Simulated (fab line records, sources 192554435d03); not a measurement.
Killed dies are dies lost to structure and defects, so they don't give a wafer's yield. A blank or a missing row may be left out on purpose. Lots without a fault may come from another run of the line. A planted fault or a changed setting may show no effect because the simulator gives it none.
fab line records | flow n5_finfet
record lots=7 wafers=39
route steps=1938 shown BEOL_M12@1639 BEOL_M14@1762 MIM_BOT_LITHO@1860
start_h: hours from the record's first day to the start of the lot's first wafer shown | wait_h: hours since the lot's step before | " the same as in the row above | L1.1+2: a row that stands for several wafers | - no value, or no start given | * or withheld: withheld | < > ~ a bound
route shown NAME@n: a module of which the file shows steps, and the number in the route of the first | usual: mean/standard deviation of fault-free wafers | same: alike in all rows | chamber/n: place in a boat | sites: the reading at each site | _std_site: their standard deviation | _edge_site: outer sites' mean less inner sites' | radius_mm: how far each site lies from the wafer's centre | mask NAME#n: copy n | behind: the tool/chamber that last shaped the wafer | hold: why the lot was held/for how many hours/how that ended | device: the transistor (n, p or np) that didn't switch | end of line: the same wafers' tests at the end of the route | a step without rows: its recipe alone | killed: dies lost to structure and defects at the first sort, not the wafer's yield | map: a wafer's dies, x killed, . not, _ none there
set.NAME: the setting as run; set.NAME@STEP: as run at that earlier step | model.NAME: the simulator's own value behind a step, which no gauge read
lots whose settings were changed on purpose; a table a step, a row a wafer
## steps
# step N5_BEOL_M12_TRENCH_ETCH_34
# recipe chemistry=C4F8/O2/Ar target=SiOC target_depth_a=3189.5 mask_material=SOC pressure_mtorr=30 source_w=3000 bias_w=700 Ar_flow_sccm=400 C4F8_flow_sccm=15 O2_flow_sccm=8 he_inner_torr=15 he_outer_torr=30 time_s=125.5 ion_energy_ev=250
# columns lot.wafer tool chamber start_h wait_h set.time_s model.etch.depth_nm
L082.2 rie_diel-01 1 348.71 0.0 125.5 311.5
L082.3 " 3 " " 125.5 307.9
L082.6 " 3 " " 125.5 308.8
L086.1 rie_diel-05 1 368.28 0.0 125.5 315.8
L086.2 " 0 " " 125.5 317.2
L086.3 " 2 " " 125.5 311
L086.4 " 3 " " 64.64 162.4
L086.5 " 2 " " 64.64 162.2
L086.6 " 1 " " 64.64 163.7
L089.1 rie_diel-04 2 383.67 0.0 106.6 269.3
L089.2 " 3 " " 106.6 279.2
L089.3 " 1 " " 106.6 273.8
L089.4 " 0 " " 125.5 319.6
L089.5 " 0 " " 125.5 324.1
L089.6 " 1 " " 125.5 323.4
L093.1 rie_diel-04 2 420.00 0.0 75.68 188.9
L093.2 " 3 " " 75.68 198
L093.3 " 0 " " 125.5 320.6
L093.4 " 1 " " 125.5 322.2
L093.5 " 1 " " 75.68 193.4
L093.6 " 2 " " 125.5 313.3
L094.1 rie_diel-04 0 424.69 0.0 57.82 148.6
L094.2 " 2 " " 57.82 143
L094.3 " 1 " " 125.5 317.5
L094.4 " 3 " " 125.5 324.8
L094.5 " 0 " " 57.82 148.8
L094.6 " 1 " " 125.5 322.2
L092.1 rie_diel-04 3 428.78 0.0 125.5 319.7
L092.2 " 2 " " 70.32 174.1
L092.3 " 0 " " 125.5 317.3
L092.4 " 1 " " 70.32 178.3
L092.5 " 0 " " 70.32 179.2
L092.6 " 3 " " 125.5 321.2
L097.1 rie_diel-01 0 438.46 0.0 106.6 275.5
L097.2 " 2 " " 106.6 270.8
L097.3 " 3 " " 125.5 305.7
L097.4 " 2 " " 125.5 316.2
L097.5 " 3 " " 125.5 305.8
L097.6 " 0 " " 106.6 275.9
# step N5_BEOL_M12_STRIP_70
# recipe chemistry=C4F8/O2/Ar resist=SiARC rf_frequency_hz=6e+07
# step N5_BEOL_M12_OCD_MEAS_35
# usual trench_depth_nm=317/5.7
# columns lot.wafer tool chamber start_h wait_h set.time_s@BEOL_M12_TRENCH_ETCH_34 trench_depth_nm
L082.2 ocd-01 - 348.86 0.0 125.5 312
L082.3 " - " " 125.5 308
L082.6 " - " " 125.5 309
L086.1 ocd-02 - 368.43 0.0 125.5 316
L086.2 " - " " 125.5 317
L086.3 " - " " 125.5 311
L086.4 " - " " 64.64 162
L086.5 " - " " 64.64 162
L086.6 " - " " 64.64 164
L089.1 ocd-01 - 383.83 0.0 106.6 270
L089.2 " - " " 106.6 279
L089.3 " - " " 106.6 274
L089.4 " - " " 125.5 319
L089.5 " - " " 125.5 324
L089.6 " - " " 125.5 324
L093.1 ocd-02 - 420.15 0.0 75.68 189
L093.2 " - " " 75.68 198
L093.3 " - " " 125.5 321
L093.4 " - " " 125.5 322
L093.5 " - " " 75.68 193
L093.6 " - " " 125.5 313
L094.1 ocd-02 - 424.84 0.0 57.82 148
L094.2 " - " " 57.82 143
L094.3 " - " " 125.5 317
L094.4 " - " " 125.5 325
L094.5 " - " " 57.82 149
L094.6 " - " " 125.5 323
L092.1 ocd-01 - 428.93 0.0 125.5 320
L092.2 " - " " 70.32 174
L092.3 " - " " 125.5 318
L092.4 " - " " 70.32 179
L092.5 " - " " 70.32 180
L092.6 " - " " 125.5 321
L097.1 ocd-02 - 438.61 0.0 106.6 275
L097.2 " - " " 106.6 271
L097.3 " - " " 125.5 306
L097.4 " - " " 125.5 316
L097.5 " - " " 125.5 305
L097.6 " - " " 106.6 276
# step N5_BEOL_M12_STRIP_37
# recipe chemistry=N2/H2 power_w=1000 temp_c=250 h2_frac=0.65 overash_fraction=0.3 pressure_mtorr=withheld n2_flow_sccm=1750 h2_flow_sccm=3250
# step N5_BEOL_M12_ETCH_38
# recipe chemistry=CF4/N2 target=SiCN target_depth_a=687 taper_deg=2 time_s=73.4 ion_energy_ev=150 mask_material=SiO2 pressure_mtorr=40 source_w=430 bias_w=70 Ar_flow_sccm=100 cf4_flow_sccm=60 n2_flow_sccm=60
# step N5_BEOL_M12_ECD_47
# recipe material=Cu target_thk_a=7200
# step N5_BEOL_M12_ANNEAL_48
# recipe temp_c=225 time_s=90 ambient=N2
# step N5_BEOL_M12_CMP_49
# recipe stop_on=SiOC t_overpolish_s=20.6 down_force_psi=1 platen_rpm=50 clearing_platen_down_force_psi=1.5 clearing_platen_rpm=50 post_cmp_clean=cu_alkaline target_thk_nm=320 clearing_platen_pad_velocity_m_s=0.99484 pad_velocity_m_s=0.99484
# columns lot.wafer tool chamber start_h wait_h set.time_s@BEOL_M12_TRENCH_ETCH_34 model.Cu_of_BEOL_M12_ECD_47.thk_nm
L082.2 cmp-03 0 351.29 0.2 125.5 314.8
L082.3 " 1 " " 125.5 309.8
L082.6 " 3 " " 125.5 312.2
L086.2 cmp-03 2 369.83 0.2 125.5 319.6
L086.3 " 3 " " 125.5 312
L086.1 " 0 " " 125.5 318
L086.4 " 1 " " 64.64 163.2
L086.5 " 2 " " 64.64 164.6
L086.6 " 3 " " 64.64 165.4
L089.3 cmp-01 3 388.18 0.2 106.6 276.4
L089.1 " 0 " " 106.6 271
L089.4 " 1 " " 125.5 320.2
L089.2 " 2 " " 106.6 280.6
L089.5 " 3 " " 125.5 326.4
L089.6 " 0 " " 125.5 325.4
L093.3 cmp-03 3 421.39 0.2 125.5 323.4
L093.2 " 0 " " 75.68 199.8
L093.1 " 1 " " 75.68 190.4
L093.4 " 2 " " 125.5 326
L093.6 " 3 " " 125.5 316
L093.5 " 0 " " 75.68 196.8
L094.3 cmp-04 2 427.09 0.2 125.5 317.8
L094.2 " 3 " " 57.82 144
L094.4 " 0 " " 125.5 325.8
L094.1 " 1 " " 57.82 147
L094.6 " 2 " " 125.5 323.6
L094.5 " 3 " " 57.82 149.6
L092.3 cmp-03 2 430.25 0.2 125.5 318.6
L092.4+5 " 3,2 " " 70.32 181.4
L092.2 " 0 " " 70.32 175.8
L092.1 " 1 " " 125.5 319.8
L092.6 " 3 " " 125.5 325
L097.1 cmp-01 2 440.52 0.3 106.6 276.8
L097.3 " 3 " " 125.5 308.6
L097.4 " 0 " " 125.5 318.4
L097.2 " 1 " " 106.6 272
L097.6 " 2 " " 106.6 277
L097.5 " 3 " " 125.5 307.6
# step N5_BEOL_M12_THK_MEAS_50
# recipe thk_meas_gauge=xrf reads=Cu_of_BEOL_M12_ECD_47
# usual M12_THK=325/6.8
# columns lot.wafer tool chamber start_h wait_h set.time_s@BEOL_M12_TRENCH_ETCH_34 M12_THK[nm]
L082.2 film_metro-01 - 351.55 - 125.5 321
L082.3 " - " " 125.5 316
L082.6 " - " " 125.5 318
L086.1 film_metro-02 - 370.13 - 125.5 323
L086.2 " - " " 125.5 327
L086.3 " - " " 125.5 318
L086.4 " - " " 64.64 166
L086.5 " - " " 64.64 168
L086.6 " - " " 64.64 168
L089.1 film_metro-02 - 388.47 - 106.6 276
L089.2 " - " " 106.6 286
L089.3 " - " " 106.6 280
L089.4 " - " " 125.5 326
L089.5 " - " " 125.5 331
L089.6 " - " " 125.5 330
L093.1 film_metro-01 - 421.69 - 75.68 195
L093.2 " - " " 75.68 205
L093.3 " - " " 125.5 335
L093.4 " - " " 125.5 337
L093.5 " - " " 75.68 202
L093.6 " - " " 125.5 328
L094.1 film_metro-01 - 427.38 - 57.82 150
L094.2 " - " " 57.82 147
L094.3 " - " " 125.5 327
L094.4 " - " " 125.5 334
L094.5 " - " " 57.82 153
L094.6 " - " " 125.5 333
L092.1 film_metro-01 - 430.54 - 125.5 328
L092.2 " - " " 70.32 179
L092.3 " - " " 125.5 326
L092.4 " - " " 70.32 185
L092.5 " - " " 70.32 185
L092.6 " - " " 125.5 333
L097.1 film_metro-01 - 440.81 - 106.6 282
L097.2 " - " " 106.6 279
L097.3 " - " " 125.5 313
L097.4 " - " " 125.5 325
L097.5 " - " " 125.5 313
L097.6 " - " " 106.6 283
# step N5_BEOL_M12_PRE_CLEAN_52
# recipe gas=NH3 time_s=15 temp_c=withheld rf_power_w=300
# step N5_BEOL_M12_DEP_53
# recipe material=SiCN target_thk_a=300 temp_c=withheld precursor=3MS/NH3 pressure_torr=3 rf_w=675 time_s=10.5
# step N5_BEOL_M12_RS_MEAS_54
# recipe thk_meas_gauge=four-point-probe reads=Cu_of_BEOL_M12_ECD_47+Ta_of_BEOL_M12_SPUTTER_44+TaN_of_BEOL_M12_SPUTTER_43
# usual M12_RS=0.0603/0.0012
# columns lot.wafer tool chamber start_h wait_h set.time_s@BEOL_M12_TRENCH_ETCH_34 M12_RS[ohm/sq]
L082.2 film_metro-01 - 351.67 0.0 125.5 0.0611
L082.3 " - " " 125.5 0.0622
L082.6 " - " " 125.5 0.0617
L086.1 film_metro-01 - 370.25 0.0 125.5 0.0605
L086.2 " - " " 125.5 0.0601
L086.3 " - " " 125.5 0.0617
L086.4 " - " " 64.64 0.1230
L086.5 " - " " 64.64 0.1215
L086.6 " - " " 64.64 0.1210
L089.1 film_metro-02 - 388.62 0.1 106.6 0.0715
L089.2 " - " " 106.6 0.0690
L089.3 " - " " 106.6 0.0701
L089.4 " - " " 125.5 0.0600
L089.5 " - " " 125.5 0.0590
L089.6 " - " " 125.5 0.0590
L093.1 film_metro-01 - 421.81 0.0 75.68 0.1041
L093.2 " - " " 75.68 0.0985
L093.3 " - " " 125.5 0.0593
L093.4 " - " " 125.5 0.0589
L093.5 " - " " 75.68 0.1006
L093.6 " - " " 125.5 0.0608
L094.1 film_metro-02 - 427.51 0.0 57.82 0.1381
L094.2 " - " " 57.82 0.1410
L094.3 " - " " 125.5 0.0605
L094.4 " - " " 125.5 0.0589
L094.5 " - " " 57.82 0.1353
L094.6 " - " " 125.5 0.0594
L092.1 film_metro-02 - 430.67 0.0 125.5 0.0600
L092.2 " - " " 70.32 0.1135
L092.3 " - " " 125.5 0.0605
L092.4 " - " " 70.32 0.1096
L092.5 " - " " 70.32 0.1096
L092.6 " - " " 125.5 0.0591
L097.1 film_metro-01 - 440.94 0.0 106.6 0.0700
L097.2 " - " " 106.6 0.0711
L097.3 " - " " 125.5 0.0623
L097.4 " - " " 125.5 0.0604
L097.5 " - " " 125.5 0.0627
L097.6 " - " " 106.6 0.0699
# step N5_BEOL_M14_SPUTTER_43
# recipe material=TaN target_thk_a=150 temp_c=50 bias_v=168.6 power_w=15000 chamber_pressure_pa=0.12 time_s=24.19
# columns lot.wafer tool chamber start_h wait_h set.target_thk_a model.TaN_of_BEOL_M14_SPUTTER_43.thk_nm
L082.2+3 pvd_sputter-01 - 364.41 0.0 150 14.8
L082.6 " - " " 150 15.2
L086.1+4+5 pvd_sputter-01 - 386.57 0.0 75.22 7.4
L086.2 " - " " 150 14.6
L086.3+6 " - " " 150 15
L089.1 pvd_sputter-03 - 399.23 0.0 150 14.8
L089.2 " - " " 184 17.8
L089.3+5 " - " " 184 18.2
L089.4+6 " - " " 150 14.6
L093.1 pvd_sputter-01 - 429.78 0.0 150 15.2
L093.2+4 " - " " 150 15
L093.3+6 " - " " 211.3 21.2
L093.5 " - " " 211.3 21.4
L094.1 pvd_sputter-02 - 436.02 0.0 106.6 10.8
L094.2 " - " " 150 15.2
L094.3+4 " - " " 106.6 10.4
L094.5+6 " - " " 150 15
L092.1+3 pvd_sputter-03 - 446.99 0.0 90.26 9
L092.2+5+6 " - " " 150 15
L092.4 " - " " 90.26 9.2
L097.1 pvd_sputter-03 - 454.67 0.0 150 15.2
L097.2+5 " - " " 91.84 9.2
L097.3 " - " " 150 14.8
L097.4 " - " " 150 15
L097.6 " - " " 91.84 9.4
# step N5_BEOL_M14_SPUTTER_44
# recipe material=Ta target_thk_a=150 temp_c=50 bias_v=80 power_w=15000 chamber_pressure_pa=0.07 time_s=24.19
# step N5_BEOL_M14_SPUTTER_45
# recipe material=Cu target_thk_a=1000 temp_c=-20 bias_v=60 power_w=26000 chamber_pressure_pa=0.13 time_s=16.67
# step N5_BEOL_M14_ECD_47
# recipe material=Cu target_thk_a=12480
# step N5_BEOL_M14_ANNEAL_48
# recipe temp_c=225 time_s=90 ambient=N2
# step N5_BEOL_M14_CMP_49
# recipe stop_on=SiO2 t_overpolish_s=5.2 down_force_psi=2 platen_rpm=80 clearing_platen_down_force_psi=2 clearing_platen_rpm=80 post_cmp_clean=cu_alkaline target_thk_nm=560 clearing_platen_pad_velocity_m_s=1.5917 pad_velocity_m_s=1.5917
# usual barrier_field_endpoint_s=11.46/0.27
# columns lot.wafer tool chamber start_h wait_h set.target_thk_a@BEOL_M14_SPUTTER_43 barrier_field_endpoint_s
L082.3 cmp-01 1 365.28 0.2 150 10.70
L082.2 " 3 " " 150 11.30
L082.6 " 1 " " 150 11.18
L086.4 cmp-01 2 387.34 0.1 75.22 8.46
L086.2 " 3 " " 150 11.42
L086.1 " 0 " " 75.22 8.41
L086.3 " 1 " " 150 11.11
L086.5 " 2 " " 75.22 8.43
L086.6 " 3 " " 150 11.13
L089.2 cmp-01 0 400.00 0.2 184 12.58
L089.1 " 1 " " 150 11.00
L089.4 " 2 " " 150 11.40
L089.3 " 3 " " 184 12.80
L089.5 " 0 " " 184 12.38
L089.6 " 1 " " 150 10.99
L093.4 cmp-02 3 430.57 0.1 150 11.44
L093.2 " 0 " " 150 11.77
L093.3 " 1 " " 211.3 13.79
L093.1 " 2 " " 150 11.21
L093.6 " 3 " " 211.3 13.67
L093.5 " 0 " " 211.3 14.05
L094.2 cmp-01 0 436.80 0.2 150 11.95
L094.4 " 1 " " 106.6 9.61
L094.1 " 2 " " 106.6 9.96
L094.3 " 3 " " 106.6 9.94
L094.6 " 0 " " 150 11.71
L094.5 " 1 " " 150 11.42
L092.4 cmp-01 1 447.75 0.1 90.26 8.87
L092.1 " 2 " " 90.26 9.30
L092.2 " 3 " " 150 11.53
L092.3 " 0 " " 90.26 8.92
L092.6 " 1 " " 150 11.20
L092.5 " 2 " " 150 11.42
L097.3 cmp-03 1 455.44 0.2 150 11.15
L097.1 " 2 " " 150 11.38
L097.4 " 3 " " 150 11.27
L097.2 " 0 " " 91.84 9.19
L097.6 " 1 " " 91.84 8.96
L097.5 " 2 " " 91.84 9.05
# step N5_MIM_BOT_LITHO_DEVELOP_07
# recipe develop_time_s=60 rinse_liquid=diw dry=air_spin dev_temp_c=21
# columns lot.wafer tool chamber start_h wait_h set.develop_time_s
L082.2+3+6 litho_track-03 0 - - 60
L086.1+2+6 litho_track-03 0 - - 50.81
L086.3+4+5 " 0 " " 60
L089.1+2+6 litho_track-03 0 - - 60
L089.3+4+5 " 0 " " 90.24
L093.1+3+5 litho_track-05 0 - - 60
L093.2+4+6 " 0 " " 88.38
L094.1+4+6 litho_track-05 0 - - 60
L094.2+3+5 " 0 " " 30.38
L092.1+2+3+4+5+6 litho_track-03 0 - - 60
L097.1+4+6 litho_track-03 0 - - 35.39
L097.2+3+5 " 0 " " 60
# step N5_MIM_BOT_LITHO_HARDBAKE_09
# recipe temp_c=130 time_s=120
# step N5_MIM_BOT_LITHO_CD_MEAS_08
# recipe target_cd_nm=3000 landing_energy_ev=500 detector=se_inlens polarity=opening
# usual cd_nm=2999.3/2.7
# columns lot.wafer tool chamber start_h wait_h set.develop_time_s@MIM_BOT_LITHO_DEVELOP_07 cd_nm
L082.2 cd_sem-02 0 378.16 - 60 2997.9
L082.3 " 0 " " 60 2998.9
L082.6 " 0 " " 60 3002.9
L086.1 cd_sem-02 0 397.31 - 50.81 2994.9
L086.2 " 0 " " 50.81 2995.6
L086.3 " 0 " " 60 3003.4
L086.4 " 0 " " 60 3000.0
L086.5 " 0 " " 60 3000.0
L086.6 " 0 " " 50.81 2998.6
L089.1 cd_sem-03 0 411.38 - 60 2997.0
L089.2 " 0 " " 60 2998.4
L089.3 " 0 " " 90.24 3009.7
L089.4 " 0 " " 90.24 3003.4
L089.5 " 0 " " 90.24 3005.5
L089.6 " 0 " " 60 2997.4
L093.1 cd_sem-03 0 441.54 - 60 3001.3
L093.2 " 0 " " 88.38 3006.8
L093.3 " 0 " " 60 2998.8
L093.4 " 0 " " 88.38 3001.1
L093.5 " 0 " " 60 3000.1
L093.6 " 0 " " 88.38 3008.7
L094.1 cd_sem-02 0 447.62 - 60 2998.0
L094.2 " 0 " " 30.38 2983.5
L094.3 " 0 " " 30.38 2987.8
L094.4 " 0 " " 60 3001.5
L094.5 " 0 " " 30.38 2983.1
L094.6 " 0 " " 60 2998.8
L092.1 cd_sem-01 0 456.25 - 60 3002.0
L092.2 " 0 " " 60 2998.5
L092.3 " 0 " " 60 2998.2
L092.4 " 0 " " 60 3000.0
L092.5 " 0 " " 60 2996.2
L092.6 " 0 " " 60 2997.5
L097.1 cd_sem-01 0 467.24 - 35.39 2988.3
L097.2 " 0 " " 60 2998.0
L097.3 " 0 " " 60 3001.1
L097.4 " 0 " " 35.39 2985.3
L097.5 " 0 " " 60 2997.3
L097.6 " 0 " " 35.39 2985.6
## key
split step=N5_BEOL_M12_TRENCH_ETCH_34 setting=time_s stated=125.5 by=wafer
response step=N5_BEOL_M12_TRENCH_ETCH_34 reading=model.etch.depth_nm change=+3.17 per=1% r=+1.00
response step=N5_BEOL_M12_OCD_MEAS_35 reading=trench_depth_nm change=+3.17 per=1% r=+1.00
response step=N5_BEOL_M12_CMP_49 reading=model.Cu_of_BEOL_M12_ECD_47.thk_nm change=+3.18 per=1% r=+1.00
response step=N5_BEOL_M12_THK_MEAS_50 reading=M12_THK change=+3.28 per=1% r=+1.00
response step=N5_BEOL_M12_RS_MEAS_54 reading=M12_RS change=-0.00123 per=1% r=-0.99
split step=N5_BEOL_M14_SPUTTER_43 setting=target_thk_a stated=150 by=wafer
response step=N5_BEOL_M14_SPUTTER_43 reading=model.TaN_of_BEOL_M14_SPUTTER_43.thk_nm change=+0.15 per=1% r=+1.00
response step=N5_BEOL_M14_CMP_49 reading=barrier_field_endpoint_s change=+0.0583 per=1% r=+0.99
split step=N5_MIM_BOT_LITHO_DEVELOP_07 setting=develop_time_s stated=60 by=wafer
response step=N5_MIM_BOT_LITHO_CD_MEAS_08 reading=cd_nm change=+0.219 per=1% r=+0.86
